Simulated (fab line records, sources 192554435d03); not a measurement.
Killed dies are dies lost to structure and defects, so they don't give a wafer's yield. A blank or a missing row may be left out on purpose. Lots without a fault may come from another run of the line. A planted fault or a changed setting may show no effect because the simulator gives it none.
fab line records | flow n5_finfet | part 1 of 2: steps 1 to 43 of 44
record lots=6 wafers=18 last_day=15
route steps=1938 shown STI_FIN_REVEAL@184 DUMMY_GATE@212 BEOL_M4@1111 PASSIVATION@1936
lots that met no fault: from a run of the same line without faults
start_h: hours from the record's first day to the start of the lot's first wafer shown | wait_h: hours since the lot's step before | " the same as in the row above | L1.1+2: a row that stands for several wafers | - no value, or no start given | * or withheld: withheld | < > ~ a bound
route shown NAME@n: a module of which the file shows steps, and the number in the route of the first | usual: mean/standard deviation of fault-free wafers | same: alike in all rows | chamber/n: place in a boat | sites: the reading at each site | _std_site: their standard deviation | _edge_site: outer sites' mean less inner sites' | radius_mm: how far each site lies from the wafer's centre | mask NAME#n: copy n | behind: the tool/chamber that last shaped the wafer | hold: why the lot was held/for how many hours/how that ended | device: the transistor (n, p or np) that didn't switch | end of line: the same wafers' tests at the end of the route | a step without rows: its recipe alone | killed: dies lost to structure and defects at the first sort, not the wafer's yield | map: a wafer's dies, x killed, . not, _ none there
set.NAME: the setting as run; set.NAME@STEP: as run at that earlier step | model.NAME: the simulator's own value behind a step, which no gauge read
lots at some steps of the route; a table a step, a row a wafer
services: from which hour (start_h, from the record's first day; less than 0 if before it) a tool's chamber was out of use, for how many hours, and why
## steps
# step N5_STI_FIN_REVEAL_ALD_14
# recipe material=Si3N4 target_thk_a=30 temp_c=400 ald_precursor_family=SiH2I2 ald_co_reactant=N2/H2-plasma pressure_torr=2
# usual heater_power_w=872/87
# columns lot.wafer tool chamber start_h wait_h heater_power_w
L359.1 ald_sin-03 3 34.20 0.0 937
L359.2 " 2 " " 879
L359.4 " 1 " " 936
L360.1 ald_sin-01 1 39.64 0.0 837
L360.3 " 0 " " 876
L360.4 " 2 " " 681
L362.2 ald_sin-01 2 51.84 0.0 679
L362.4 " 0 " " 870
L362.5 " 2 " " 677
L372.3 ald_sin-02 3 113.09 0.0 908
L372.5 " 3 " " 916
L372.6 " 0 " " 846
L374.2 ald_sin-02 1 123.16 0.0 858
L374.3 " 3 " " 944
L374.5 " 0 " " 822
L377.2 ald_sin-02 2 143.28 0.0 819
L377.3 " 0 " " 802
L377.4 " 1 " " 843
# step N5_STI_FIN_REVEAL_FCVD_FILL_01
# recipe material=SiO2_flowable target_thk_a=3120 temp_c=100 pressure_torr=0.8 rf_w=2000 time_s=512.2
# step N5_STI_FIN_REVEAL_DENSIFY_02
# recipe temp_c=650 ambient=steam time_s=1800 idle_temp_c=400 densification_p_h2o_torr=640
# step N5_STI_FIN_REVEAL_CMP_04
# recipe stop_on=Si3N4 t_overpolish_s=4 down_force_psi=2 platen_rpm=54.18 post_cmp_clean=alkaline_brush pad_velocity_m_s=1.078 target_thk_nm=131.83
# step N5_STI_FIN_REVEAL_THK_MEAS_05
# usual thk_nm=131.6/1.4
# columns lot.wafer tool chamber start_h wait_h thk_nm
L359.1 film_metro-01 - 39.55 - 131.2
L359.2 " - " " 131.7
L359.4 " - " " 131.9
L360.1 film_metro-01 - 44.97 - 130.6
L360.3 " - " " 132.4
L360.4 " - " " 134.0
L362.2 film_metro-02 - 57.78 - 132.2
L362.4 " - " " 133.4
L362.5 " - " " 130.6
L372.3 film_metro-01 - 118.43 - 132.3
L372.5 " - " " 133.7
L372.6 " - " " 131.8
L374.2 film_metro-01 - 128.49 - 130.4
L374.3 " - " " 130.8
L374.5 " - " " 130.1
L377.2 film_metro-01 - 148.61 - 130.8
L377.3 " - " " 132.3
L377.4 " - " " 131.1
# step N5_STI_FIN_REVEAL_DENSIFY_30
# recipe temp_c=* time_s=* ambient=N2 idle_temp_c=600 ramp_up_c_per_s=150 ramp_down_c_per_s=60 cool_to_c=600
# usual lamp_power_pct=11.53/0.055 lamp_zone_1_pct=11.532/0.019 wafer_temp_C_max=*
# columns lot.wafer tool chamber start_h wait_h lamp_power_pct lamp_zone_1_pct wafer_temp_C_max
L359.1 rtp_anneal-02 0 39.58 0.0 11.55 11.522 *
L359.2 " 0 " " 11.43 11.545 *
L359.4 " 0 " " 11.47 11.565 *
L360.1 rtp_anneal-01 0 45.00 0.0 11.52 11.527 *
L360.3 " 0 " " 11.55 11.561 *
L360.4 " 0 " " 11.48 11.553 *
L362.2 rtp_anneal-01 0 57.89 0.1 11.54 11.501 *
L362.4 " 0 " " 11.53 11.547 *
L362.5 " 0 " " 11.53 11.568 *
L372.3 rtp_anneal-02 0 118.52 0.1 11.60 11.505 *
L372.5 " 0 " " 11.49 11.539 *
L372.6 " 0 " " 11.51 11.536 *
L374.2 rtp_anneal-01 0 128.55 0.1 11.54 11.538 *
L374.3 " 0 " " 11.56 11.534 *
L374.5 " 0 " " 11.55 11.532 *
L377.2 rtp_anneal-02 0 148.88 0.3 11.43 11.520 *
L377.3 " 0 " " 11.55 11.508 *
L377.4 " 0 " " 11.55 11.514 *
# step N5_STI_FIN_REVEAL_ETCHBACK_08
# recipe chemistry=C4F6/O2 target=SiO2 target_depth_a=305 time_s=10.167 ion_energy_ev=250 pressure_mtorr=30 source_w=345 bias_w=185 Ar_flow_sccm=300 C4F6_flow_sccm=10 O2_flow_sccm=10
# usual bias_w=185.0/0.53 drypump_motor_current_A=5.8/0.4 oes_product_au=0.79/0.091 rf_vpp_V=663/9.9 showerhead_plenum_p_Torr=2.85/0.079 throttle_valve_pct=21.32/0.22
# columns lot.wafer tool chamber start_h wait_h bias_w drypump_motor_current_A oes_product_au rf_hours_counter_h rf_vpp_V showerhead_plenum_p_Torr throttle_valve_pct
L359.1 rie_diel-04 2 39.88 0.3 184.7 6.4 0.76 134 665 2.74 21.03
L359.2 " 3 " " 185.4 5.7 0.75 152 676 2.86 21.47
L359.4 " 1 " " 183.5 5.4 1.00 - 671 2.89 21.08
L360.1 rie_diel-06 0 45.21 0.2 184.5 6.0 0.71 219 654 2.93 21.25
L360.3 " 3 " " 185.1 5.9 0.73 189 664 2.85 21.79
L360.4 " 1 " " 185.9 6.1 0.70 221 659 2.94 21.53
L362.2 rie_diel-02 2 58.07 0.2 185.2 5.0 0.75 154 657 2.86 21.25
L362.4 " 2 " " 184.5 5.0 0.75 - 658 2.86 21.25
L362.5 " 2 " " 184.2 5.0 0.75 - 657 2.86 21.26
L372.3 rie_diel-04 3 118.68 0.1 184.2 5.6 0.74 179 677 2.85 21.51
L372.5 " 2 " " 185.4 6.4 0.75 - 664 2.73 21.08
L372.6 " 3 " " 185.6 5.6 0.74 - 677 2.85 21.50
L374.2 rie_diel-04 3 128.79 0.2 185.4 5.7 0.75 182 677 2.85 21.50
L374.3 " 2 " " 184.6 6.4 0.75 168 664 2.73 21.10
L374.5 " 1 " " 184.4 5.4 0.92 - 669 2.88 21.12
L377.2 rie_diel-02 0 149.06 0.2 184.5 5.3 0.90 31 667 2.92 21.52
L377.3 " 1 " " 184.5 5.5 0.72 196 636 2.95 21.43
L377.4 " 2 " " 185.4 5.0 0.72 188 658 2.85 21.30
# step N5_STI_FIN_REVEAL_STRIP_24
# recipe chemistry=N2/H2 time_s=90 power_w=100 temp_c=40 pressure_mtorr=100 rf_frequency_hz=6e+07 bias_power_w=3 n2_flow_sccm=300 h2_flow_sccm=300
# step N5_STI_FIN_REVEAL_PRECLEAN_25
# recipe chemistry=SPM time_s=90 temp_c=120 mix=4:1
# step N5_STI_FIN_REVEAL_PRECLEAN_26
# recipe chemistry=SC1 time_s=45 temp_c=46 mix=1:2:100
# step N5_STI_FIN_REVEAL_PRECLEAN_29
# recipe chemistry=DHF time_s=30 temp_c=25 dilution=300:1
# step N5_STI_FIN_REVEAL_SRD_12
# recipe time_s=30 temp_c=23 rinse_liquid=diw dry=ipa_marangoni
# step N5_STI_FIN_REVEAL_RECESS_09
# recipe chemistry=HF/NH3 target=SiO2 afs_cycles=11 target_depth_a=425 temp_c=30 sublimation_temp_c=180 sublimation_time_s=60
# usual drypump_motor_current_A=5.86/0.26 foreline_p_Torr=0.1280/0.0004
# columns lot.wafer tool chamber start_h wait_h drypump_motor_current_A foreline_p_Torr
L359.1 vapor_etch-02 0 40.21 0.0 5.78 0.1284
L359.2 " 1 " " 5.82 0.1282
L359.4 " 1 " " 5.82 0.1277
L360.1 vapor_etch-01 0 45.46 0.0 5.56 0.1282
L360.3 " 1 " " 6.28 0.1281
L360.4 " 0 " " 5.57 0.1280
L362.2 vapor_etch-02 1 58.40 0.0 5.80 0.1283
L362.4 " 1 " " 5.83 0.1279
L362.5 " 1 " " 5.80 0.1279
L372.3 vapor_etch-02 0 119.46 0.6 5.81 0.1272
L372.5 " 0 " " 5.81 0.1276
L372.6 " 1 " " 5.81 0.1282
L374.2 vapor_etch-01 0 129.04 0.0 5.56 0.1278
L374.3 " 1 " " 6.30 0.1283
L374.5 " 0 " " 5.54 0.1278
L377.2 vapor_etch-01 0 149.31 0.0 5.56 0.1278
L377.3 " 1 " " 6.30 0.1277
L377.4 " 0 " " 5.58 0.1282
# step N5_STI_FIN_REVEAL_STRIP_16
# recipe chemistry=H3PO4 material=SiNx temp_c=165 target_depth_a=238 overetch_fraction=0.4964 dry=ipa_marangoni
# step N5_STI_FIN_REVEAL_PRECLEAN_17
# recipe chemistry=NF3:NH3 afs_cycles=1 temp_c=30 time_s=20 sublimation_temp_c=180 sublimation_time_s=60 pressure_torr=3 rf_power_w=30
# step N5_STI_FIN_REVEAL_ETCH_34
# recipe chemistry=H2 mode=isotropic material=Si target=Si target_depth_a=9.7 temp_c=20 pressure_mtorr=4.5 icp_w=300 bias_w=0 h2_flow_sccm=7.5 he_flow_sccm=142.5
# usual drypump_motor_current_A=6.0/0.45 oes_product_au=1.009/0.014 throttle_valve_pct=25.9/0.43
# same bias_w=0
# columns lot.wafer tool chamber start_h wait_h drypump_motor_current_A oes_product_au rf_hours_counter_h throttle_valve_pct
L359.1 rie_si-04 0 42.48 0.3 6.7 1.004 82 25.6
L359.2 " 1 " " 6.8 0.993 105 25.4
L359.4 " 3 " " 5.8 0.993 17 26.0
L360.1 rie_si-05 0 47.80 0.2 5.8 0.983 63 26.4
L360.3 " 1 " " 5.5 1.017 17 26.5
L360.4 " 2 " " 6.4 1.019 25 25.1
L362.2 rie_si-05 2 60.49 0.1 6.4 1.020 25 25.1
L362.4 " 1 " " 5.5 1.035 17 26.5
L362.5 " 0 " " 5.8 1.015 - 26.4
L372.3 rie_si-03 0 121.02 0.1 5.6 1.017 178 25.7
L372.5 " 3 " " 6.3 1.008 - 26.2
L372.6 " 0 " " 5.5 1.016 - 25.7
L374.2 rie_si-03 2 131.13 0.1 5.6 1.011 126 25.3
L374.3 " 0 " " 5.6 1.020 178 25.7
L374.5 " 1 " " 6.6 1.029 - 26.0
L377.2 rie_si-05 1 151.40 0.1 5.5 1.023 19 26.5
L377.3 " 3 " " 5.7 1.009 71 26.1
L377.4 " 2 " " 6.4 1.027 27 25.1
# step N5_STI_FIN_REVEAL_OXIDATION_31
# recipe chemistry=O2_PLASMA_REMOTE temp_c=150 time_s=20 pressure_mtorr=1000 source_power_w=2000 o2_flow_sccm=3000
# step N5_STI_FIN_REVEAL_PRECLEAN_32
# recipe chemistry=NF3:NH3 afs_cycles=1 temp_c=30 time_s=20 sublimation_temp_c=180 sublimation_time_s=60 pressure_torr=3 rf_power_w=30
# step N5_STI_FIN_REVEAL_STRIP_35
# recipe chemistry=H3PO4 material=Si3N4 temp_c=165 target_depth_a=40 time_s=39
# step N5_STI_FIN_REVEAL_SRD_21
# recipe dry=ipa_marangoni time_s=30 temp_c=23 rinse_liquid=diw
# step N5_STI_FIN_REVEAL_OXIDATION_33
# recipe chemistry=O2_PLASMA_REMOTE temp_c=150 time_s=20 pressure_mtorr=1000 source_power_w=2000 o2_flow_sccm=3000
# step N5_STI_FIN_REVEAL_CLEAN_19
# recipe chemistry=O3/DIW temp_c=25 time_s=120 o3_ppm=10
# step N5_STI_FIN_REVEAL_SRD_23
# recipe dry=ipa_marangoni time_s=30 temp_c=23 rinse_liquid=diw
# step N5_STI_FIN_REVEAL_CD_MEAS_22
# recipe target_cd_nm=6.238 pitch_nm=28 polarity=line
# usual cd_nm=6.24/0.27
# columns lot.wafer tool chamber start_h wait_h cd_nm
L359.1 cd_sem-01 - 43.28 0.0 6.24
L359.2 " - " " 6.72
L359.4 " - " " 6.41
L360.1 cd_sem-02 - 48.38 0.0 6.26
L360.3 " - " " 5.86
L360.4 " - " " 6.41
L362.2 cd_sem-01 - 61.07 0.0 6.34
L362.4 " - " " 6.31
L362.5 " - " " 6.03
L372.3 cd_sem-03 - 121.61 0.0 6.18
L372.5 " - " " 6.50
L372.6 " - " " 6.64
L374.2 cd_sem-02 - 131.71 0.0 6.21
L374.3 " - " " 6.44
L374.5 " - " " 6.37
L377.2 cd_sem-01 - 151.99 0.0 5.85
L377.3 " - " " 5.67
L377.4 " - " " 6.05
# step N5_STI_FIN_REVEAL_FIN_H_MEAS_10
# usual trench_depth_nm=52.0/0.66
# columns lot.wafer tool chamber start_h wait_h trench_depth_nm
L359.1 ocd-02 - 43.32 0.0 51.5
L359.2 " - " " 51.6
L359.4 " - " " 52.8
L360.1 ocd-01 - 48.41 0.0 52.7
L360.3 " - " " 51.5
L360.4 " - " " 51.7
L362.2 ocd-02 - 61.10 0.0 51.9
L362.4 " - " " 52.3
L362.5 " - " " 52.6
L372.3 ocd-02 - 121.64 0.0 51.2
L372.5 " - " " 51.8
L372.6 " - " " 51.1
L374.2 ocd-02 - 131.74 0.0 56.7
L374.3 " - " " 52.2
L374.5 " - " " 52.8
L377.2 ocd-01 - 152.02 0.0 57.6
L377.3 " - " " 52.1
L377.4 " - " " 51.7
# step N5_STI_FIN_REVEAL_PRECLEAN_18
# recipe chemistry=SC2 time_s=45 temp_c=35 mix=1:1:50
# step N5_STI_FIN_REVEAL_SRD_28
# recipe dry=ipa_marangoni time_s=30 temp_c=23 rinse_liquid=diw
# step N5_STI_FIN_REVEAL_INSPECT_13
# recipe inspect_instrument=darkfield mode=post_clean
# usual raw_defect_count=11/5
# columns lot.wafer tool chamber start_h wait_h raw_defect_count
L359.1 defect_inspect-02 - 43.44 0.0 5
L359.2 " - " " 10
L359.4 " - " " 15
L360.1 defect_inspect-01 - 48.54 0.0 9
L360.3 " - " " 13
L360.4 " - " " 6
L362.2 defect_inspect-02 - 61.19 0.0 12
L362.4 " - " " 12
L362.5 " - " " 8
L372.3 defect_inspect-02 - 121.73 0.0 9
L372.5 " - " " 11
L372.6 " - " " 4
L374.2 defect_inspect-01 - 131.82 0.0 16
L374.3 " - " " 13
L374.5 " - " " 13
L377.2 defect_inspect-02 - 152.11 0.0 7
L377.3 " - " " 9
L377.4 " - " " 10
# step N5_DUMMY_GATE_PRECLEAN_00
# recipe chemistry=O3/DIW time_s=60 temp_c=22 o3_ppm=10
# step N5_DUMMY_GATE_SRD_01
# recipe time_s=30 temp_c=23 rinse_liquid=diw dry=ipa_marangoni
# step N5_DUMMY_GATE_ALD_02
# recipe material=SiO2 target_thk_a=20 temp_c=300 ald_precursor_family=BDEAS ald_co_reactant=O2-plasma pulse_time_s=1 pressure_torr=2
# step N5_DUMMY_GATE_CVD_03
# recipe material=a-Si target_thk_a=1500 temp_c=530 precursor=SiH4 time_s=8042
# step N5_DUMMY_GATE_PRECLEAN_46
# recipe chemistry=DIW time_s=89.5 temp_c=23
# step N5_DUMMY_GATE_SRD_47
# recipe dry_time_s=32 dry=n2_spin spin_rpm=1500
# step N5_DUMMY_GATE_CMP_04
# recipe material=a-Si post_cmp_clean=alkaline_brush
# usual motor_current_A=9.7/0.99 time_to_endpoint_s=12.2/2.4
# columns lot.wafer tool chamber start_h wait_h motor_current_A time_to_endpoint_s
L359.2 cmp-04 0 47.42 0.1 9.6 11.0
L359.1 " 1 " " 10.6 13.5
L359.4 " 2 " " 9.5 10.5
L360.3 cmp-03 2 52.47 0.0 10.5 16.5
L360.1 " 0 " " 8.5 14.3
L360.4 " 1 " " 9.0 14.3
L362.2 cmp-04 1 67.00 0.0 10.3 11.9
L362.4 " 2 " " 9.6 11.2
L362.5 " 1 " " 10.9 10.6
L372.3 cmp-02 2 126.93 0.1 9.5 11.3
L372.5 " 0 " " 9.8 7.1
L372.6 " 1 " " 8.5 8.2
L374.2 cmp-04 0 135.79 0.1 9.9 7.4
L374.3 " 1 " " 10.0 7.8
L374.5 " 3 " " 11.7 7.4
L377.2 cmp-04 0 156.04 0.0 9.9 8.5
L377.4 " 1 " " 10.7 11.3
L377.3 " 2 " " 9.4 11.2
# step N5_DUMMY_GATE_THK_MEAS_05
# usual thk_nm=71.4/1.1
# columns lot.wafer tool chamber start_h wait_h thk_nm
L359.1 film_metro-02 - 47.63 0.1 73.6
L359.2 " - " " 72.7
L359.4 " - " " 73.4
L360.1 film_metro-01 - 52.71 0.1 72.0
L360.3 " - " " 73.9
L360.4 " - " " 73.2
L362.2 film_metro-02 - 67.24 0.2 71.0
L362.4 " - " " 71.1
L362.5 " - " " 69.5
L372.3 film_metro-02 - 127.11 0.1 71.6
L372.5 " - " " 70.2
L372.6 " - " " 70.0
L374.2 film_metro-02 - 136.00 0.2 70.5
L374.3 " - " " 71.8
L374.5 " - " " 70.4
L377.2 film_metro-01 - 156.28 0.2 72.2
L377.3 " - " " 72.5
L377.4 " - " " 73.1
# step N5_DUMMY_GATE_HM_DEP_06
# recipe material=SiNx target_thk_a=800 precursor=DCS/NH3 temp_c=700 pressure_mtorr=300 time_s=5141
# step N5_DUMMY_GATE_PECVD_30
# recipe material=SiO2 target_thk_a=550 temp_c=400 precursor=TEOS/O2 pressure_torr=6.5 rf_w=withheld teos_flow_sccm=withheld gas=O2 flow_sccm=2650 time_s=10.8
# step N5_DUMMY_GATE_COAT_34
# recipe resist=SOC temp_c=250 time_s=60 spin_rpm=1500 resist_thk_nm=60
# step N5_DUMMY_GATE_COAT_35
# recipe resist=SiARC temp_c=220 time_s=60 spin_rpm=1500 resist_thk_nm=10
# step N5_DUMMY_GATE_COAT_28
# recipe resist=underlayer temp_c=205 time_s=60 spin_rpm=1500 resist_thk_nm=10
# step N5_DUMMY_GATE_COAT_09
# recipe resist=CAR-EUV spin_rpm=1500 resist_thk_nm=30
# step N5_BEOL_M4_RC_MEAS_101
# usual DIBL_N=36.3/1.6 DIBL_P=36.2/2.1 IOFF_N=0.16/0.031 IOFF_P=0.21/0.034 ION_N=673/11 ION_P=461/7.4 SS_N=71.6/0.55 SS_P=73.3/0.66 VT_N=251/3.2 VT_P=-251/3.5
# columns lot.wafer tool chamber start_h wait_h DIBL_N[mV/V] DIBL_P[mV/V] IOFF_N[nA/um] IOFF_P[nA/um] ION_N[uA/um] ION_P[uA/um] SS_N[mV/dec] SS_P[mV/dec] VT_N[mV] VT_P[mV]
L359.1 prober-02 0 159.67 0.0 37.8 37.9 0.16 0.25 672 463 71.5 74.0 252 -251
L359.2 " 0 " " 36.7 35.6 0.15 0.21 667 468 71.0 73.7 249 -251
L359.4 " 0 " " 35.6 34.9 0.13 0.19 676 465 71.4 73.2 252 -254
L360.1 prober-02 0 163.10 0.0 34.0 35.9 0.15 0.20 683 466 70.8 72.9 250 -253
L360.3 " 0 " " 36.2 37.4 0.18 0.22 682 456 71.5 73.7 249 -251
L360.4 " 0 " " 36.6 39.3 0.19 0.25 669 461 71.9 73.8 247 -249
L362.2 prober-02 0 185.20 0.2 34.9 34.7 0.14 0.20 666 457 71.0 72.7 253 -249
L362.4 " 0 " " 35.7 36.1 0.14 0.22 671 463 71.3 73.4 255 -248
L362.5 " 0 " " 34.6 34.3 0.13 0.19 663 460 70.6 73.1 254 -250
L374.2 prober-02 0 245.59 0.2 34.7 35.3 0.15 0.23 723 500 70.8 72.2 245 -247
L374.3 " 0 " " 35.2 36.1 0.15 0.23 671 466 71.1 72.8 247 -244
L374.5 " 0 " " 36.3 37.2 0.17 0.25 685 485 71.4 72.8 249 -243
L372.3 prober-01 0 246.02 0.3 35.5 35.6 0.15 0.19 667 454 71.3 72.9 250 -252
L372.5 " 0 " " 35.4 35.9 0.14 0.20 669 459 71.9 72.6 250 -252
L372.6 " 0 " " 35.8 36.9 0.16 0.22 670 464 71.9 72.9 249 -250
L377.2 prober-01 0 269.09 0.2 37.3 38.7 0.19 0.23 727 489 72.0 74.9 247 -251
L377.3 " 0 " " 36.2 36.6 0.15 0.20 673 456 72.1 73.4 249 -250
L377.4 " 0 " " 36.3 36.1 0.14 0.19 660 457 72.2 73.7 254 -251
## key
first_sign step=N5_STI_FIN_REVEAL_FIN_H_MEAS_10 reading=trench_depth_nm direction=up sigmas=7.8 usual=52.0 struck=57.2
effect step=N5_BEOL_M4_RC_MEAS_101 reading=ION_N direction=up sigmas=4.6 usual=673 struck=725
effect step=N5_BEOL_M4_RC_MEAS_101 reading=ION_P direction=up sigmas=4.5 usual=461 struck=495
met_at N5_STI_FIN_REVEAL_RECESS_09
struck_wafers L374.2,L377.2
onset_between 45.46 129.04
fault kind=process_parameter_drift tool=vapor_etch-01 chamber=- onset_h=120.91 steps=N5_STI_FIN_REVEAL_RECESS_09 channel=target_depth_a offset=49.131 shape=step end_h=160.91 scope=struck_wafers_only acts_in=these_recipes_only stated=425
